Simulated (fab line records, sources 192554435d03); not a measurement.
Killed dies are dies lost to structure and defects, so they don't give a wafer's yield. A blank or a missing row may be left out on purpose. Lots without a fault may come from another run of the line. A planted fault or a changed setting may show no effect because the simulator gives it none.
fab line records | flow n5_finfet
record lots=5 wafers=15 last_day=17
route steps=1938 shown BEOL_M2@848 BEOL_M4@1111 PASSIVATION@1936
lots that met no fault: from a run of the same line without faults
start_h: hours from the record's first day to the start of the lot's first wafer shown | wait_h: hours since the lot's step before | " the same as in the row above | L1.1+2: a row that stands for several wafers | - no value, or no start given | * or withheld: withheld | < > ~ a bound
route shown NAME@n: a module of which the file shows steps, and the number in the route of the first | usual: mean/standard deviation of fault-free wafers | same: alike in all rows | chamber/n: place in a boat | sites: the reading at each site | _std_site: their standard deviation | _edge_site: outer sites' mean less inner sites' | radius_mm: how far each site lies from the wafer's centre | mask NAME#n: copy n | behind: the tool/chamber that last shaped the wafer | hold: why the lot was held/for how many hours/how that ended | device: the transistor (n, p or np) that didn't switch | end of line: the same wafers' tests at the end of the route | a step without rows: its recipe alone | killed: dies lost to structure and defects at the first sort, not the wafer's yield | map: a wafer's dies, x killed, . not, _ none there
set.NAME: the setting as run; set.NAME@STEP: as run at that earlier step | model.NAME: the simulator's own value behind a step, which no gauge read
lots at some steps of the route; a table a step, a row a wafer
services: from which hour (start_h, from the record's first day; less than 0 if before it) a tool's chamber was out of use, for how many hours, and why
## steps
# step N5_BEOL_M2_COAT_05
# recipe resist=CAR-EUV spin_rpm=1500 resist_thk_nm=30
# step N5_BEOL_M2_EBR_07
# recipe solvent=PGMEA ebr_width_mm=1.5
# step N5_BEOL_M2_SOFTBAKE_06
# recipe temp_c=110 time_s=60 resist=CAR-EUV
# step N5_BEOL_M2_EXPOSE_08
# recipe mask_id=M2 na=0.33 source_shape=dipole sigma_inner=0.369 sigma_outer=0.767 polarization=unpolarized dose_mj=41.25
# step N5_BEOL_M2_PEB_09
# recipe peb_temp_c=100 peb_time_s=60 resist=CAR-EUV
# step N5_BEOL_M2_DEVELOP_10
# recipe develop_time_s=30 developer=TMAH resist=CAR-EUV rinse_liquid=surfactant_rinse dry=air_spin dev_temp_c=23
# step N5_BEOL_M2_CD_MEAS_11
# recipe target_cd_nm=16.79 landing_energy_ev=500 detector=se_inlens polarity=opening
# usual cd_nm=16.83/0.24
# columns lot.wafer tool chamber start_h wait_h cd_nm
L504.1 cd_sem-01 0 170.12 - 16.63
L504.5 " 0 " " 16.79
L504.6 " 0 " " 16.80
L507.3 cd_sem-01 0 203.18 - 17.35
L507.5 " 0 " " 16.57
L507.6 " 0 " " 16.85
L512.2 cd_sem-02 0 229.20 - 16.87
L512.5 " 0 " " 16.99
L512.6 " 0 " " 16.69
L519.1 cd_sem-01 0 269.02 - 16.54
L519.5 " 0 " " 16.79
L519.6 " 0 " " 16.93
L520.2 cd_sem-01 0 272.68 - 16.93
L520.3 " 0 " " 17.18
L520.6 " 0 " " 17.05
# step N5_BEOL_M2_OVL_MEAS_12
# recipe points_per_wafer=522
# usual M2_OVL=-0.2/0.69
# columns lot.wafer tool chamber start_h wait_h M2_OVL[nm]
L504.1 overlay-02 0 170.15 0.0 1.2
L504.5 " 0 " " 1.4
L504.6 " 0 " " 2.1
L507.3 overlay-02 0 203.21 0.0 0.0
L507.5 " 0 " " -0.7
L507.6 " 0 " " -1.3
L512.2 overlay-02 0 229.23 0.0 -0.1
L512.5 " 0 " " 0.1
L512.6 " 0 " " -0.9
L519.1 overlay-02 0 269.05 0.0 -0.8
L519.5 " 0 " " -1.0
L519.6 " 0 " " -0.9
L520.2 overlay-01 0 272.71 0.0 0.4
L520.3 " 0 " " 0.2
L520.6 " 0 " " 0.4
# step N5_BEOL_M2_INSPECT_13
# recipe mode=adi inspect_instrument=brightfield
# usual raw_defect_count=407/97
# columns lot.wafer tool chamber start_h wait_h raw_defect_count
L504.1 defect_inspect-02 - 170.21 0.1 463
L504.5 " - " " 341
L504.6 " - " " 367
L507.3 defect_inspect-01 - 203.26 0.0 465
L507.5 " - " " 356
L507.6 " - " " 364
L512.2 defect_inspect-02 - 229.29 0.0 632
L512.5 " - " " 590
L512.6 " - " " 484
L519.1 defect_inspect-02 - 269.11 0.1 385
L519.5 " - " " 657
L519.6 " - " " 390
L520.2 defect_inspect-01 - 272.77 0.0 292
L520.3 " - " " 423
L520.6 " - " " 369
# step N5_BEOL_M2_DESCUM_16
# recipe chemistry=O2 time_s=7 source_power_w=50 bias_power_w=20 pressure_mtorr=20 rf_frequency_hz=2.712e+07 temp_c=40 resist=CAR-EUV o2_flow_sccm=225
# usual drypump_motor_current_A=5.7/0.53 oes_product_au=0.82/0.085 rf_vpp_V=243.2/1.9 showerhead_plenum_p_Torr=2.10/0.098 throttle_valve_pct=20.43/0.22
# columns lot.wafer tool chamber start_h wait_h drypump_motor_current_A oes_product_au rf_hours_counter_h rf_vpp_V showerhead_plenum_p_Torr throttle_valve_pct
L504.1 rie_diel-03 0 170.24 0.0 5.3 0.84 86 241.7 2.05 20.57
L504.5 " 2 " " 4.8 0.93 - 243.6 2.07 20.24
L504.6 " 3 " " 5.5 0.72 - 241.1 1.93 20.55
L507.3 rie_diel-04 3 203.30 0.0 5.9 0.94 11 246.4 2.23 20.46
L507.5 " 0 " " 6.5 0.79 - 243.4 2.19 20.20
L507.6 " 3 " " 5.9 0.96 - 245.3 2.23 20.45
L512.2 rie_diel-03 3 229.32 0.0 5.5 0.71 181 240.2 1.92 20.59
L512.5 " 3 " " 5.5 0.71 - 241.4 1.92 20.58
L512.6 " 2 " " 4.8 0.88 - 241.6 2.06 20.27
L519.1 rie_diel-04 2 269.14 0.0 5.8 0.94 15 242.6 2.07 20.06
L519.5 " 2 " " 5.8 0.94 - 241.3 2.07 20.07
L519.6 " 3 " " 6.0 0.90 - 245.2 2.22 20.49
L520.2 rie_diel-04 0 272.80 0.0 6.5 0.76 120 245.8 2.18 20.26
L520.3 " 1 " " 6.1 0.83 87 244.3 2.21 20.26
L520.6 " 3 " " 5.9 0.89 - 244.4 2.22 20.51
# step N5_BEOL_M2_ETCH_74
# recipe chemistry=N2/H2 target=underlayer target_depth_a=65 mask_material=CAR-EUV time_s=5.2 ion_energy_ev=200 pressure_mtorr=30 source_w=840 bias_w=150 n2_flow_sccm=200 h2_flow_sccm=200 ends=cleared
# usual bias_w=150.0/0.46 drypump_motor_current_A=5.7/0.53 etch_rf_on_time_s=5.18/0.1 h2_flow_sccm=200.1/0.63 oes_product_au=0.70/0.07 rf_vpp_V=524/3.7 showerhead_plenum_p_Torr=2.55/0.12 throttle_valve_pct=17.80/0.25
# columns lot.wafer tool chamber start_h wait_h bias_w drypump_motor_current_A etch_rf_on_time_s h2_flow_sccm oes_product_au rf_hours_counter_h rf_vpp_V showerhead_plenum_p_Torr throttle_valve_pct
L504.1 rie_diel-03 0 170.28 0.0 149.6 5.3 5.11 199.7 0.72 86 524 2.47 17.97
L504.5 " 2 " " 150.0 4.8 5.08 199.6 0.81 - 523 2.51 17.60
L504.6 " 3 " " 149.0 5.5 5.37 199.3 0.61 - 520 2.34 17.96
L507.3 rie_diel-04 3 203.33 0.0 149.9 6.0 5.05 200.5 0.81 11 529 2.69 17.78
L507.5 " 0 " " 150.5 6.5 5.17 199.5 0.69 - 526 2.67 17.70
L507.6 " 3 " " 150.4 5.9 5.00 200.4 0.82 - 529 2.69 17.77
L512.2 rie_diel-03 3 229.36 0.0 149.9 5.5 5.48 200.4 0.61 181 517 2.33 17.99
L512.5 " 3 " " 149.8 5.5 5.50 199.8 0.59 - 516 2.33 17.98
L512.6 " 2 " " 149.6 4.8 5.26 199.5 0.78 - 522 2.50 17.66
L519.1 rie_diel-04 2 269.18 0.0 150.3 5.7 5.08 199.4 0.80 15 523 2.48 17.23
L519.5 " 2 " " 150.6 5.7 5.11 200.6 0.80 - 525 2.48 17.26
L519.6 " 3 " " 150.8 5.9 5.04 199.3 0.75 - 529 2.68 17.83
L520.2 rie_diel-04 0 272.83 0.0 150.0 6.4 5.20 200.5 0.66 120 527 2.66 17.71
L520.3 " 1 " " 149.0 6.1 5.17 199.9 0.71 87 526 2.68 17.59
L520.6 " 3 " " 150.2 5.9 5.09 198.6 0.75 - 527 2.68 17.85
# step N5_BEOL_M2_ETCH_63
# recipe chemistry=CF4 target=SiARC target_depth_a=156 mask_material=CAR-EUV time_s=26 ion_energy_ev=80 pressure_mtorr=40 source_w=545 bias_w=36 Ar_flow_sccm=100 cf4_flow_sccm=100 ends=cleared
# usual bias_w=36.00/0.1 drypump_motor_current_A=5.7/0.54 etch_rf_on_time_s=25.8/0.57 oes_product_au=0.70/0.071 rf_vpp_V=184.1/1.5 showerhead_plenum_p_Torr=2.15/0.094 throttle_valve_pct=15.57/0.24
# columns lot.wafer tool chamber start_h wait_h bias_w drypump_motor_current_A etch_rf_on_time_s oes_product_au rf_hours_counter_h rf_vpp_V showerhead_plenum_p_Torr throttle_valve_pct
L504.1 rie_diel-03 0 170.29 0.0 36.09 5.3 26.2 0.71 86 184.1 2.08 15.60
L504.5 " 2 " " 36.00 4.8 26.0 0.80 - 183.7 2.10 15.25
L504.6 " 3 " " 36.03 5.5 27.3 0.61 - 181.7 1.99 15.74
L507.3 rie_diel-04 3 203.35 0.0 36.10 6.0 25.2 0.81 11 186.0 2.27 15.53
L507.5 " 0 " " 35.92 6.5 26.0 0.69 - 185.8 2.25 15.50
L507.6 " 3 " " 35.93 5.9 25.1 0.81 - 185.2 2.27 15.54
L512.2 rie_diel-03 3 229.37 0.0 35.91 5.5 27.3 0.60 181 182.0 1.98 15.76
L512.5 " 3 " " 35.88 5.5 27.2 0.60 - 181.7 1.98 15.77
L512.6 " 2 " " 35.88 4.8 25.9 0.76 - 182.7 2.09 15.31
L519.1 rie_diel-04 2 269.19 0.0 36.09 5.7 25.5 0.80 15 183.2 2.11 15.15
L519.5 " 2 " " 35.99 5.7 25.4 0.81 - 184.6 2.11 15.15
L519.6 " 3 " " 36.12 5.9 25.0 0.77 - 186.3 2.26 15.61
L520.2 rie_diel-04 0 272.85 0.0 36.11 6.5 25.8 0.67 120 184.4 2.24 15.55
L520.3 " 1 " " 36.11 6.1 25.4 0.71 87 185.4 2.24 15.41
L520.6 " 3 " " 35.99 6.0 24.9 0.76 - 185.0 2.26 15.60
# step N5_BEOL_M2_ETCH_64
# recipe chemistry=N2/H2 target=SOC target_depth_a=750 overetch_a=225 mask_material=SiARC temp_c=40 time_s=121.9 ion_energy_ev=200 pressure_mtorr=30 source_w=840 bias_w=150 n2_flow_sccm=200 h2_flow_sccm=200
# usual bias_w=150.1/0.42 drypump_motor_current_A=5.7/0.53 h2_flow_sccm=200.0/0.59 oes_product_au=0.62/0.058 rf_vpp_V=524/3.4 showerhead_plenum_p_Torr=2.55/0.12 throttle_valve_pct=17.76/0.25
# columns lot.wafer tool chamber start_h wait_h bias_w drypump_motor_current_A h2_flow_sccm oes_product_au rf_hours_counter_h rf_vpp_V showerhead_plenum_p_Torr throttle_valve_pct model.SiARC_of_BEOL_M2_COAT_62.thk_nm
L504.1 rie_diel-03 0 170.32 0.0 150.6 5.3 200.6 0.63 86 521 2.47 17.91 6.2
L504.5 " 2 " " 150.2 4.8 199.0 0.71 - 523 2.51 17.58 6.2
L504.6 " 3 " " 151.4 5.5 199.3 0.56 - 517 2.34 17.93 6.4
L507.3 rie_diel-04 3 203.37 0.0 150.0 6.0 199.8 0.70 11 528 2.69 17.74 6.2
L507.5 " 0 " " 150.2 6.6 201.2 0.62 - 528 2.67 17.64 6.2
L507.6 " 3 " " 150.0 6.0 199.6 0.71 - 527 2.69 17.75 6.2
L512.2 rie_diel-03 3 229.40 0.0 151.3 5.5 199.6 0.55 181 517 2.33 17.96 6.4
L512.5 " 3 " " 150.5 5.5 200.6 0.55 - 519 2.33 17.95 6.6
L512.6 " 2 " " 191.6 4.8 199.7 0.68 - 609 2.50 17.61 4.4
L519.1 rie_diel-04 2 269.22 0.0 149.7 5.7 199.6 0.70 15 523 2.48 17.22 6
L519.5 " 2 " " 149.7 5.7 199.7 0.70 - 523 2.48 17.18 6
L519.6 " 3 " " 150.6 5.9 201.0 0.66 - 528 2.68 17.81 6.4
L520.2 rie_diel-04 0 272.88 0.0 149.8 6.5 200.6 0.59 120 528 2.66 17.69 6.4
L520.3 " 1 " " 149.7 6.1 199.7 0.62 87 527 2.68 17.55 6.2
L520.6 " 3 " " 149.7 6.0 200.1 0.66 - 527 2.68 17.79 6.2
# step N5_BEOL_M2_STRIP_65
# recipe chemistry=N2/H2 temp_c=40 n2_flow_sccm=200 h2_flow_sccm=200 rf_frequency_hz=6e+07
# step N5_BEOL_M4_RC_MEAS_101
# usual DIBL_N=35.3/1.5 DIBL_P=35.3/1.9 IOFF_N=0.145/0.027 IOFF_P=0.20/0.033 ION_N=670/12 ION_P=462/6.8 SS_N=71.3/0.6 SS_P=73.1/0.7 VT_N=251/3.4 VT_P=-251/3.2
# columns lot.wafer tool chamber start_h wait_h DIBL_N[mV/V] DIBL_P[mV/V] IOFF_N[nA/um] IOFF_P[nA/um] ION_N[uA/um] ION_P[uA/um] SS_N[mV/dec] SS_P[mV/dec] VT_N[mV] VT_P[mV]
L504.1 prober-02 0 231.85 0.0 37.9 39.4 0.212 0.32 700 490 72.3 74.0 246 -241
L504.5 " 0 " " 37.0 38.4 0.186 0.29 676 479 72.3 73.7 248 -243
L504.6 " 0 " " 37.1 38.6 0.184 0.29 677 472 72.3 74.4 249 -243
L507.3 prober-01 0 240.75 0.3 35.7 36.0 0.161 0.23 686 473 72.8 73.6 251 -247
L507.5 " 0 " " 33.6 33.5 0.127 0.19 669 464 71.7 71.9 253 -250
L507.6 " 0 " " 36.8 36.4 0.163 0.23 661 463 72.3 73.4 251 -249
L512.2 prober-01 0 260.03 0.2 33.8 35.2 0.119 0.18 666 464 70.2 72.4 252 -253
L512.5 " 0 " " 36.4 36.7 0.158 0.21 674 464 72.0 73.4 253 -250
L512.6 " 0 " " 32.1 32.6 0.091 0.14 654 457 70.6 72.3 258 -255
L519.1 prober-01 0 304.10 0.0 37.3 36.5 0.174 0.20 675 459 71.5 73.8 250 -251
L519.5 " 0 " " 36.3 35.7 0.157 0.19 663 455 71.8 73.6 253 -254
L519.6 " 0 " " 37.2 37.5 0.177 0.22 680 466 71.8 73.8 246 -251
L520.2 prober-02 0 307.40 0.2 37.0 36.3 0.146 0.22 663 460 71.1 73.0 252 -250
L520.3 " 0 " " 37.2 35.3 0.148 0.19 651 447 72.2 73.0 252 -253
L520.6 " 0 " " 35.5 34.1 0.121 0.17 664 454 70.7 72.6 254 -250
# step N5_PASSIVATION_PROBE_49
# usual defect_limited_yield=91.2/1.5 killed_at_M0_to_M3=34/11 killed_at_M4_up=14/5.4 killed_at_contacts=12/5.9 killed_at_front_end=40/12 killed_at_other=4/3.3 killed_dies=103/18 killed_on_rim=14/4.1 killed_open=68/13 killed_short=34/7.5 sort_bin_5_function=5.1/1 sort_bin_6_memory=3.3/0.7 sort_n_pass=1076/18 sort_yield_pct=91.2/1.5
# same gross_dies=1180 killed_at_back_side=0 sort_bin_4_leakage[%]=0 sort_bin_8_speed[%]=0
# columns lot.wafer tool chamber start_h wait_h defect_limited_yield[%] killed_at_M0_to_M3 killed_at_M4_up killed_at_contacts killed_at_front_end killed_at_other killed_dies killed_on_rim killed_open killed_short sort_bin_5_function[%] sort_bin_6_memory[%] sort_n_pass sort_yield_pct[%]
L507.3 prober-01 - 347.17 0.1 93.4 29 15 6 27 1 78 9 55 22 4.1 2.5 1102 93.4
L507.5 prober-01 - 347.27 0.2 91.8 31 9 9 44 4 97 13 65 32 4.5 3.4 1083 91.8
L507.6 prober-01 - 347.32 0.3 90.8 29 14 15 49 1 108 16 78 30 6.2 2.8 1072 90.8
L512.5 prober-02 - 357.70 0.2 90.5 48 17 18 29 0 112 15 78 34 6.2 3.2 1068 90.5
L520.2 prober-01 - 414.49 0.1 88.4 55 9 8 57 8 137 21 84 52 6.0 5.3 1043 88.4
L520.3 prober-01 - 414.54 0.1 90.7 40 11 6 45 8 110 16 69 41 6.1 2.7 1070 90.7
# killed by level:class
L507.3 STI_FIN_REVEAL:geometric_particle:open=7 FIN_SAQP:geometric_particle:open=6 FIN_SAQP:geometric_particle:short=6 BEOL_M3:geometric_particle:open=6 MOL_CONTACT_COAG:geometric_particle:open=5 BEOL_M1:geometric_particle:open=5 BEOL_M5:geometric_particle:open=5 BEOL_M2:geometric_particle:open=4
L507.5 BEOL_M2:geometric_particle:open=12 FIN_SAQP:geometric_particle:short=8 FIN_SAQP:geometric_particle:open=7 MOL_CONTACT_COAG:geometric_particle:open=7 STI_FIN_REVEAL:geometric_particle:open=6 BEOL_M1:geometric_particle:open=6 BEOL_M4:geometric_particle:open=6 FIN_CUT:geometric_particle:short=5
L507.6 STI_FIN_REVEAL:geometric_particle:open=15 MOL_CONTACT_COAG:geometric_particle:open=12 FIN_SAQP:geometric_particle:open=10 BEOL_M0_SAQP:geometric_particle:open=8 FIN_SAQP:geometric_particle:short=7 BEOL_M3:geometric_particle:open=5 BEOL_M0_SAQP:geometric_particle:short=5 BEOL_M4:geometric_particle:open=5
L512.5 BEOL_M3:geometric_particle:open=18 MOL_CONTACT_COAG:geometric_particle:open=13 BEOL_M0_SAQP:geometric_particle:open=9 BEOL_M4:geometric_particle:open=9 BEOL_M0_SAQP:geometric_particle:short=6 BEOL_M1:geometric_particle:open=6 MOL_CONTACT_COAG:geometric_particle:short=5 GATE_CUT:geometric_particle:short=4
L520.2 FIN_SAQP:geometric_particle:open=21 FIN_SAQP:geometric_particle:short=15 BEOL_M0_SAQP:geometric_particle:open=10 BEOL_M0_SAQP:geometric_particle:short=9 BEOL_M1:geometric_particle:open=8 BEOL_M3:geometric_particle:short=8 BEOL_M2:geometric_particle:open=6 BEOL_M3:geometric_particle:open=6
L520.3 FIN_SAQP:geometric_particle:open=15 BEOL_M0_SAQP:geometric_particle:open=12 FIN_SAQP:geometric_particle:short=10 BEOL_M0_SAQP:geometric_particle:short=9 STI_FIN_REVEAL:geometric_particle:open=7 BEOL_M4:geometric_particle:open=7 BEOL_M3:geometric_particle:open=6 STI_FIN_REVEAL:geometric_particle:short=5
## services
# columns tool chamber start_h hours kind
rie_diel-03 2 185.10 3.2 repair
rie_diel-04 - 199.04 0.5 repair
rie_diel-04 2 202.38 - clean
rie_diel-04 2 202.38 - consumable_replace:focus_ring
rie_diel-04 2 202.38 27.5 scheduled_down
rie_diel-04 2 202.38 27.5 vent_cycle
rie_diel-03 1 258.58 - clean
rie_diel-03 1 258.58 - consumable_replace:focus_ring
rie_diel-03 1 258.58 25.3 scheduled_down
rie_diel-03 1 258.58 25.3 vent_cycle
## key
first_sign step=N5_BEOL_M2_ETCH_64 reading=bias_w direction=up sigmas=98 usual=* struck=*
effect step=N5_BEOL_M2_ETCH_64 reading=rf_vpp_V direction=up sigmas=25 usual=524 struck=609
model_effect step=N5_BEOL_M2_ETCH_64 value=SiARC_of_BEOL_M2_COAT_62.thk_nm without=6.2 struck=4.4
met_at N5_BEOL_M2_ETCH_64
struck_wafers L512.6
onset_between 170.32 229.40
fault kind=process_parameter_drift tool=rie_diel-03 chamber=2 onset_h=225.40 steps=N5_BEOL_M2_ETCH_64 channel=bias_w offset=* shape=step end_h=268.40 acts_in=* stated=*
